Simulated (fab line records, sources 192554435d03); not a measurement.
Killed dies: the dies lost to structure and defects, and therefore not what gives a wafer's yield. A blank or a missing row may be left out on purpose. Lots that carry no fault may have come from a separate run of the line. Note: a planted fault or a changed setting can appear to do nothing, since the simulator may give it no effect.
Chamber matching -- flow n5_finfet -- 4 sister chambers for N5_BEOL_M8_DESCUM_16 on rie_diel-03
The step chemistry O2, time 7.9 s. 8 wafers are shown with their chamber, then 8 later ones without.

WAFERS PAIRED WITH THEIR CHAMBERS
wafer,chamber,showerhead_plenum_p_Torr (Torr),throttle_valve_pct (%)
L077.5,2,2.22,20.15
L080.6,3,2.08,20.81
L082.3,1,1.99,20.06
L082.6,0,2.15,20.39
L085.2,2,2.21,20.18
L085.4,1,1.99,20.05
L085.5,3,2.08,20.84
L090.3,0,2.14,20.41

WAFERS WHOSE CHAMBER IS MISSING
wafer,showerhead_plenum_p_Torr (Torr),throttle_valve_pct (%)
L090.4,2.07,20.86
L090.6,1.99,20.08
L097.2,2.20,20.22
L097.3,1.98,20.10
L097.6,1.98,20.10
L094.1,2.14,20.42
L094.4,1.98,20.10
L094.6,2.20,20.23

WHICH CHAMBER EACH ONE RAN IN
wafer,from the rows above,in truth
L090.4,3,3
L090.6,1,1
L097.2,2,2
L097.3,1,1
L097.6,1,1
L094.1,0,0
L094.4,1,1
L094.6,2,2
Correct placement for 8 of the 8. Left unplaced by these rows: 0. Placed wrongly: 0.
How it was worked out, from the rows above alone: a wafer's distance from a chamber is the root of the sum, over the readings, of the square of ((its reading less the chamber's mean) divided by the reading's scatter). The wafer belongs to the nearest chamber; if the next one is less than 2 further off, it can't be placed. Each chamber's mean is taken over the wafers shown for it. The scatter is the square root of a quotient: the sum, over the shown wafers, of each reading's squared deviation from its chamber's mean, divided by wafers minus chambers.
